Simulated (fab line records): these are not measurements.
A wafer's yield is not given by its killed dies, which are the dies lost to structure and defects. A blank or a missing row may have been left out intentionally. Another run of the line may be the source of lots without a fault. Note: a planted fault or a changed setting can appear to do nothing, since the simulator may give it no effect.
Struck lot and sound lot, side by side :: flow n5Finfet :: 45 out of 1938 route steps
Sound: the wafers L137.2, L137.4, L137.6. Wafers struck: L134.4, L134.5, L134.6. The cause is named last.
Order at every step that has rows: each side's tool, ch and its chambers, its first start. Under that, the readings that differ: sound wafers :: struck wafers :: difference of the means :: sigmas: that difference in standard deviations of wafers without a fault.
alike: same words and numbers on both sides, and readings whose means sit less than 2 such deviations apart. not compared: any withheld reading, any reading some wafer has no value for, any bound like >300 that may hide the same value, and any number with overlapping values for which the record gives no deviation.
A row with sigmas, a row that says differs or no value, or rows on one side alone: a step with any of these is where the two part. When numbers do not overlap yet have no deviation, they are printed without sigmas and do not part them. Lack of a reading on every wafer of one side parts them only where that side has two or more wafers.

first, 11 steps without rows for these wafers: N5_BEOL_M2_DESCUM_33 (chemistry O2, time 7 s); N5_BEOL_M2_ETCH_77 (etches underlayer in N2/H2, target depth 6.5 nm, time 5.2 s); N5_BEOL_M2_ETCH_69 (etches SiARC in CF4, target depth 15.6 nm, time 26 s); N5_BEOL_M2_ALD_98 (deposits SiO2, target thk 2.5 nm, pulse time 1 s, co reactant pulse time 1 s); N5_BEOL_M2_ETCHBACK_99 (etches SiO2 in CHF3, target depth 5 nm, time 10.4 s); N5_BEOL_M2_ETCH_70 (etches SOC in N2/H2, target depth 80 nm, overetch 24 nm, time 130 s); N5_BEOL_M2_STRIP_71 (strips in N2/H2); N5_BEOL_M2_STRIP_78 (strips in N2/H2); N5_BEOL_M2_VIA_ETCH_34 (etches the open film in C4F6/O2, target depth 69.4 nm, time 65.9 s); N5_BEOL_M2_STRIP_83 (strips in C4F6/O2); N5_BEOL_M2_STRIP_36 (strips in N2/H2).
N5_BEOL_M2_TRENCH_ETCH_37: etches SiOC in C4F6/O2, target depth 55.555 nm, time 29.2 s.
  sound on rieDiel-02 ch 1,2, day 12 09:29; struck on rieDiel-05 ch 0,3, day 11 16:46
reading: rfFwdPowerW (W)
sound: 347.3 351.6 347.8
struck: 432.6 432.8 435.9
difference: +84.9
sigmas: +45

reading: rfVppV (V)
sound: 658 651 658
struck: 606 607 589
difference: -55
sigmas: -4

reading: model.BEOL_M2.featureDepthNm (nm)
sound: 57 54 56.6
struck: 61.6 62.2 58.6
difference: +4.9
sigmas: 

reading: model.etch.depthNm (nm)
sound: 57.08 54.09 56.58
struck: 61.59 62.13 58.56
difference: +4.84
sigmas: 
  alike: drypumpMotorCurrentA, oes_f_703_au, oes_o_777_au, oesProductAu, showerheadPlenumPTorr, throttleValvePct
  not compared: rfHoursCounterH
then, 2 steps without rows for these wafers: N5_BEOL_M2_ETCH_41 (etches SiCN in CH3F/O2, target depth 29.9 nm, time 52.5 s); N5_BEOL_M2_STRIP_97 (strips in N2/H2, time 10 s).
N5_BEOL_M2_OCD_MEAS_38:
  struck on ocd-02, day 11 16:56; sound on ocd-01, day 12 09:38
reading: trenchDepthNm (nm)
sound: 57.1 54.0 56.6
struck: 61.6 62.5 58.6
difference: +5.0
sigmas: +5
then, 25 steps without rows for these wafers: N5_BEOL_M2_HM_STRIP_39 (strips TiN in peroxide tin strip, target depth 25 nm, time 158 s); N5_BEOL_M2_SRD_40 (time 30 s); N5_BEOL_M2_PRECLEAN_42 (cleans in residue remover, time 60 s); N5_BEOL_M2_SRD_43 (time 30 s); N5_BEOL_M2_DEGAS_44 (time 60 s); N5_BEOL_M2_PRE_CLEAN_45 (time 30 s); N5_BEOL_M2_ALD_84 (deposits TaN, pulse time 2 s, purge time 3 s, co reactant purge time 2 s); N5_BEOL_M2_SURFACE_TREAT_85; N5_BEOL_M2_CVD_47 (deposits Co from CCTBA/H2, target thk 3 nm, time 223.8 s); N5_BEOL_M2_SPUTTER_48 (material Cu, target thk 4.5 nm, time 8.29 s); N5_BEOL_M2_ANNEAL_49 (time 240 s); N5_BEOL_M2_SPUTTER_79 (material Cu, target thk 4.5 nm, time 8.29 s); N5_BEOL_M2_ANNEAL_80 (time 240 s); N5_BEOL_M2_SPUTTER_81 (material Cu, target thk 4.5 nm, time 8.29 s); N5_BEOL_M2_ANNEAL_82 (time 240 s); N5_BEOL_M2_SPUTTER_86 (material Cu, target thk 4.5 nm, time 8.29 s); N5_BEOL_M2_ANNEAL_87 (time 240 s); N5_BEOL_M2_SPUTTER_88 (material Cu, target thk 4.5 nm, time 8.29 s); N5_BEOL_M2_ANNEAL_89 (time 240 s); N5_BEOL_M2_SPUTTER_90 (material Cu, target thk 4.5 nm, time 8.29 s); N5_BEOL_M2_ANNEAL_91 (time 240 s); N5_BEOL_M2_SPUTTER_92 (material Cu, target thk 4.5 nm, time 8.29 s); N5_BEOL_M2_ANNEAL_93 (time 240 s); N5_BEOL_M2_SPUTTER_94 (material Cu, target thk 4.5 nm, time 8.29 s); N5_BEOL_M2_ANNEAL_95 (time 240 s).
N5_BEOL_M2_CMP_52: polishes, stops on SiOC, t overpolish 6.8 s, target thk 40 nm.
  sound on cmp-04 ch 1,3, day 12 14:17; struck on cmp-01 ch 0,1,3, day 11 20:44
reading: model.Cu_of_BEOL_M2_ECD_50.thkNm (nm)
sound: 41 38.4 41.6
struck: 45.4 48 43
difference: +5.1
sigmas: 
  alike: barrierFieldEndpointS, motorCurrentA, overpolishRunS, slurryFlowMlMin, timeToEndpointS
N5_BEOL_M2_THK_MEAS_53: measures by xrf.
  struck on filmMetro-01, day 11 20:58; sound on filmMetro-01, day 12 14:35
reading: M2_THK (nm)
sound: 39.9 37.4 40.4
struck: 43.9 46.5 41.6
difference: +4.8
sigmas: +3
N5_BEOL_M2_RS_MEAS_58: the measuring method here is four-point-probe.
  struck on filmMetro-02, day 11 21:13; sound on filmMetro-01, day 12 14:51
reading: M2_RS (ohm/sq)
sound: 0.65 0.70 0.63
struck: 0.57 0.53 0.61
difference: -0.09
sigmas: -3
N5_BEOL_M4_RC_MEAS_101:
  sound on prober-02 ch 0, day 13 15:55; struck on prober-01 ch 0, day 12 19:50
  alike: DIBL_N, DIBL_P, IOFF_N, IOFF_P, ION_N, ION_P, SS_N, SS_P, VT_N, VT_P
following that, these wafers have no rows for 1 step: N5_PASSIVATION_PROBE_49.

WHERE THEY PART
Earliest at N5_BEOL_M2_TRENCH_ETCH_37; latest, in this record, at N5_BEOL_M2_RS_MEAS_58. Later steps at which nothing parts them and some readings are alike: N5_BEOL_M4_RC_MEAS_101.

WHY: what the simulator had put in
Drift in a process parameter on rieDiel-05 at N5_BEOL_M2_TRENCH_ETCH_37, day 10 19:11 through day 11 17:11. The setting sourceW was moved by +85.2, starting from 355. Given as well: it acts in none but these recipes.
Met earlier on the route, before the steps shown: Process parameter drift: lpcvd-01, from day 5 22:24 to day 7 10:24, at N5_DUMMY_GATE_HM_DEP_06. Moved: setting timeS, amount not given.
